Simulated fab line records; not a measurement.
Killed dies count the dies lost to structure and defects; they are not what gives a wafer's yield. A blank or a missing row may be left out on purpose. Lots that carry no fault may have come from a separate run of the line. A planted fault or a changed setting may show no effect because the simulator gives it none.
Matching of chambers :: flow nandHarc :: NHARC_A_WL_FILL_ALD_10 on aldHk-01 has 4 sister chambers
The step deposits SiO2, target thk 50 nm, pulse time 10 s, ald cycles 500. 8 wafers are shown with their chamber, then 12 later ones without.

WAFERS, EACH WITH ITS CHAMBER
wafer: L089.1
chamber: 3
heaterPowerW (W): 434
precursorPulseHeightRel: 0.993

wafer: L089.5
chamber: 0
heaterPowerW (W): 495
precursorPulseHeightRel: 1.008

wafer: L092.1
chamber: 1
heaterPowerW (W): 415
precursorPulseHeightRel: 1.015

wafer: L092.2
chamber: 2
heaterPowerW (W): 431
precursorPulseHeightRel: 0.996

wafer: L092.4
chamber: 0
heaterPowerW (W): 502
precursorPulseHeightRel: 1.000

wafer: L090.1
chamber: 2
heaterPowerW (W): 441
precursorPulseHeightRel: 1.020

wafer: L090.4
chamber: 1
heaterPowerW (W): 420
precursorPulseHeightRel: 1.003

wafer: L090.5
chamber: 3
heaterPowerW (W): 442
precursorPulseHeightRel: 0.976

WAFERS WITHOUT THEIR CHAMBER
wafer: L091.1
heaterPowerW (W): 409
precursorPulseHeightRel: 1.007

wafer: L091.3
heaterPowerW (W): 439
precursorPulseHeightRel: 0.999

wafer: L091.4
heaterPowerW (W): 515
precursorPulseHeightRel: 0.971

wafer: L094.2
heaterPowerW (W): 505
precursorPulseHeightRel: 0.944

wafer: L094.3
heaterPowerW (W): 412
precursorPulseHeightRel: 1.039

wafer: L094.4
heaterPowerW (W): 445
precursorPulseHeightRel: 0.993

wafer: L095.2
heaterPowerW (W): 442
precursorPulseHeightRel: 0.988

wafer: L095.4
heaterPowerW (W): 494
precursorPulseHeightRel: 1.007

wafer: L095.3
heaterPowerW (W): 418
precursorPulseHeightRel: 0.997

wafer: L095.1
heaterPowerW (W): 433
precursorPulseHeightRel: 1.020

wafer: L095.5
heaterPowerW (W): 500
precursorPulseHeightRel: 0.974

wafer: L095.6
heaterPowerW (W): 424
precursorPulseHeightRel: 1.017

THE CHAMBER EACH PASSED THROUGH
wafer: L091.1
from the rows above: 1
in truth: 1

wafer: L091.3
from the rows above: can't be placed: 2 or 3
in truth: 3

wafer: L091.4
from the rows above: 0
in truth: 0

wafer: L094.2
from the rows above: 0
in truth: 0

wafer: L094.3
from the rows above: 1
in truth: 1

wafer: L094.4
from the rows above: can't be placed: 3 or 2
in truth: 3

wafer: L095.2
from the rows above: can't be placed: 3 or 2
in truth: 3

wafer: L095.4
from the rows above: 0
in truth: 0

wafer: L095.3
from the rows above: 1
in truth: 1

wafer: L095.1
from the rows above: can't be placed: 2 or 1
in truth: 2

wafer: L095.5
from the rows above: 0
in truth: 0

wafer: L095.6
from the rows above: can't be placed: 1 or 2
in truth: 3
Correctly placed: 7 of 12. These rows do not allow placing 5 (true chamber among the candidates in 4). Wrongly placed: 0.
How it was worked out, from the rows above alone: a wafer's distance from a chamber is the root of the sum, over the readings, of the square of ((its reading less the chamber's mean) divided by the reading's scatter). The wafer belongs to the nearest chamber; if the next one is less than 2 further off, it can't be placed. Each chamber's mean is taken over the wafers shown for it. The scatter is the square root of a quotient: the sum, over the shown wafers, of each reading's squared deviation from its chamber's mean, divided by wafers minus chambers.
